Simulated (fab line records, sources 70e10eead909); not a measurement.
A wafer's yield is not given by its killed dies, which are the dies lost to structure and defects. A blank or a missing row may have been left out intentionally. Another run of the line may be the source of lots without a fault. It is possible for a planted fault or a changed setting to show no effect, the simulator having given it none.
Comparing a struck lot with a sound one :: flow nand-harc :: 15 steps out of a route of 1302
Sound: the wafers L474.2, L474.3, L474.4. The struck wafers were L459.1, L459.3, L459.4. The cause is named last.
Order at every step that has rows: each side's tool, ch and its chambers, its first start. Under that, the readings that differ: sound wafers :: struck wafers :: difference of the means :: sigmas: that difference in standard deviations of wafers without a fault.
alike: words and numbers the same on both sides, and readings whose means are apart by under 2 such deviations; not compared: readings that were withheld, readings missing a value for some wafer, numbers with overlapping values and no deviation given by the record, and bounds like >300 which may hide the same value.
The two part at a step that has a row with sigmas, a row that says differs or no value, or rows on one side only. When numbers do not overlap yet have no deviation, they are printed without sigmas and do not part them. Lack of a reading on every wafer of one side parts them only where that side has two or more wafers.

first, 3 steps without rows for these wafers: NHARC_P_GATE_EXPOSE_08 (exposes mask P HV); NHARC_P_GATE_PEB_09 (peb time 85 s); NHARC_P_GATE_DEVELOP_10 (time 70 s).
NHARC_P_GATE_CD_MEAS_11: target cd 1640 nm.
  sound on cd-sem-02 ch 0, day 10 08:20; struck on cd-sem-01 ch 0, day 4 11:45
reading: cd-nm (nm)
sound: 1636.7 1636.3 1635.4
struck: 1639.8 1640.4 1638.6
difference: +3.5
sigmas: +2
then, 1 step without rows for these wafers: NHARC_P_GATE_HARDBAKE_12 (time 80 s).
NHARC_P_GATE_DESCUM_13: chemistry O2, time 3 s.
  sound on rie-diel-03 ch 1,2,3, day 10 08:29; struck on rie-diel-03 ch 0,2,3, day 4 11:55
  alike: drypump-motor-current-A, o2-flow-sccm, oes-product-au, rf-vpp-V, showerhead-plenum-p-Torr, throttle-valve-pct
  not compared: rf-hours-counter-h
then, 6 steps without rows for these wafers: NHARC_P_GATE_ETCH_14 (etches SiO2 in dHF, target depth 48.8 nm); NHARC_P_GATE_STRIP_15 (strips in SPM, time 780 s); NHARC_P_GATE_PRECLEAN_71 (cleans in SC1); NHARC_P_GATE_SRD_72; NHARC_P_GATE_OXIDE_16 (material SiO2, target thk 3 nm, ox time 392 s); NHARC_P_GATE_CVD_17 (deposits poly-Si, target thk 150 nm, time 900 s).
NHARC_P_GATE_HM_DEP_102: deposits aC, target thk 120 nm.
  sound on acl-dep-01 ch 0, day 10 23:52; struck on acl-dep-01 ch 0, day 5 01:38
  alike: throttle-valve-pct
NHARC_P_GATE_DEP_103: deposits SiON, target thk 30 nm.
  sound on pecvd-01 ch 0,2, day 11 00:27; struck on pecvd-03 ch 0,1,2, day 5 02:20
  alike: heater-power-w
  not compared: since-wet-clean-h
-- jump in the record: it breaks off in module P_GATE and resumes in module END (first step shown: number 1302 of the route), and 20 days separate the struck wafers' starts before and after --
NHARC_END_SORT_01:
  the record has rows for the struck wafers here (prober-02 ch 0, day 25 04:06) and none for the sound ones

== WHERE THEY PART ==
At NHARC_P_GATE_CD_MEAS_11 first; at NHARC_END_SORT_01 last (within this record only).

WHY: what had been put in by the simulator
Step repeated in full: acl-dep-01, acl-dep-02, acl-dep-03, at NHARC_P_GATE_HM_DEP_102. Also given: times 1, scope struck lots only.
